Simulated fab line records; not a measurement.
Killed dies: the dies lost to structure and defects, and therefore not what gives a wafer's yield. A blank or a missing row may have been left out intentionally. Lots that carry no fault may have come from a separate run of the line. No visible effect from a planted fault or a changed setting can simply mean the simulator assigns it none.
Chamber matching | flow nand harc | NHARC_A_STAIRCASE_ALD_415 on ald hk-03 has 4 sister chambers
The step deposits SiO2, target thk 30 nm, pulse time 6 s, ald cycles 300. 4 wafers are shown with their chamber, then 11 later ones without.

WAFERS, EACH WITH ITS CHAMBER
wafer  | chamber | heater power w (W)
L088.4 | 0       | 402
L091.1 | 2       | 417
L091.3 | 3       | 491
L092.1 | 1       | 426

WAFERS WITH NO CHAMBER GIVEN
wafer  | heater power w (W)
L092.4 | 388
L092.5 | 427
L096.1 | 414
L096.3 | 483
L096.4 | 426
L096.2 | 392
L096.5 | 486
L096.6 | 415
L097.1 | 391
L097.4 | 415
L097.5 | 411

CHAMBER TAKEN BY EACH
wafer  | from the rows above          | in truth
L092.4 | 0                            | 0
L092.5 | can't be placed: 1 or 2      | 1
L096.1 | can't be placed: 2 or 0 or 1 | 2
L096.3 | 3                            | 3
L096.4 | can't be placed: 1 or 2      | 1
L096.2 | 0                            | 0
L096.5 | 3                            | 3
L096.6 | can't be placed: 2 or 1 or 0 | 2
L097.1 | 0                            | 0
L097.4 | can't be placed: 2 or 1 or 0 | 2
L097.5 | can't be placed: 2 or 0 or 1 | 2
Correctly placed: 5 of 11. Unplaceable from these rows: 6, with the true chamber sitting among the candidates in 6. Wrongly placed: 0.
How it was worked out, from the rows above alone: a wafer's distance from a chamber is the root of the sum, over the readings, of the square of ((its reading less the chamber's mean) divided by the reading's scatter). If the next closest chamber is less than 2 further off than the closest, the wafer can't be placed; otherwise it belongs to the closest. The mean given for a chamber averages the wafers shown for that chamber. The scatter: root of mean squared gap, hidden wafer to nearest shown wafer, with one shown wafer a chamber.
